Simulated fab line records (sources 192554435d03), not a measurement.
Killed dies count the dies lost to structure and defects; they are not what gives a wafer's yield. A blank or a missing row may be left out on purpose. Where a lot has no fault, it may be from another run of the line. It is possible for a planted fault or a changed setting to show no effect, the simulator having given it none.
Chamber matching + flow n5 finfet + N5_BEOL_M7_STRIP_67 on rie diel-02: 4 sister chambers
The step strips in CF4. 16 wafers are shown with their chamber, then 8 later ones without.

WAFERS WITH THEIR CHAMBER
| wafer  | chamber | drypump motor current A (A) | showerhead plenum p Torr (Torr) | oes product au (a.u.) |
|--------|---------|-----------------------------|---------------------------------|-----------------------|
| L079.2 | 2       | 5.1                         | 1.77                            | 0.70                  |
| L079.4 | 0       | 6.6                         | 1.82                            | 0.94                  |
| L079.6 | 1       | 5.6                         | 1.88                            | 0.72                  |
| L078.1 | 3       | 4.9                         | 1.77                            | 0.85                  |
| L078.2 | 0       | 6.5                         | 1.82                            | 0.95                  |
| L078.5 | 2       | 5.1                         | 1.77                            | 0.70                  |
| L085.1 | 1       | 5.6                         | 1.87                            | 0.72                  |
| L085.2 | 3       | 5.0                         | 1.77                            | 0.83                  |
| L085.3 | 0       | 6.5                         | 1.82                            | 0.92                  |
| L088.2 | 0       | 6.5                         | 1.82                            | 0.92                  |
| L088.3 | 3       | 4.9                         | 1.76                            | 0.83                  |
| L088.5 | 2       | 5.1                         | 1.77                            | 0.69                  |
| L087.1 | 0       | 6.5                         | 1.82                            | 0.91                  |
| L087.5 | 3       | 5.0                         | 1.76                            | 0.83                  |
| L087.6 | 0       | 6.5                         | 1.82                            | 0.91                  |
| L092.1 | 0       | 6.5                         | 1.82                            | 0.90                  |

SIGNATURES (means of the wafers above)
| reading                  | chamber 0 | chamber 1 | chamber 2 | chamber 3 | scatter within a chamber |
|--------------------------|-----------|-----------|-----------|-----------|--------------------------|
| drypump motor current A  | 6.514     | 5.600     | 5.100     | 4.950     | 0.0393                   |
| showerhead plenum p Torr | 1.8200    | 1.8750    | 1.7700    | 1.7650    | 0.00354                  |
| oes product au           | 0.9214    | 0.7200    | 0.6967    | 0.8350    | 0.0137                   |
Rule: for a wafer and a chamber, the distance is found by dividing, reading by reading, the gap between the wafer's reading and the chamber's mean by the reading's scatter, squaring, summing and taking the root. The wafer belongs to the nearest chamber; if the next one is less than 2 further off, it can't be placed. The scatter is the square root of a quotient: the sum, over the shown wafers, of each reading's squared deviation from its chamber's mean, divided by wafers minus chambers.

WAFERS WITHOUT THEIR CHAMBER
| wafer  | drypump motor current A (A) | showerhead plenum p Torr (Torr) | oes product au (a.u.) |
|--------|-----------------------------|---------------------------------|-----------------------|
| L092.2 | 5.6                         | 1.87                            | 0.72                  |
| L092.4 | 5.0                         | 1.76                            | 0.82                  |
| L093.2 | 5.1                         | 1.76                            | 0.69                  |
| L093.5 | 5.0                         | 1.76                            | 0.82                  |
| L093.6 | 5.1                         | 1.76                            | 0.68                  |
| L096.1 | 6.5                         | 1.81                            | 0.86                  |
| L096.2 | 5.6                         | 1.87                            | 0.71                  |
| L096.5 | 5.0                         | 1.76                            | 0.81                  |

EACH ONE'S CHAMBER
| wafer  | from the rows above | in truth |
|--------|---------------------|----------|
| L092.2 | 1                   | 1        |
| L092.4 | 3                   | 3        |
| L093.2 | 2                   | 2        |
| L093.5 | 3                   | 3        |
| L093.6 | 2                   | 2        |
| L096.1 | 0                   | 0        |
| L096.2 | 1                   | 1        |
| L096.5 | 3                   | 3        |
8 of 8 placed correctly. From these rows, 0 cannot be placed. Placed wrongly: 0.
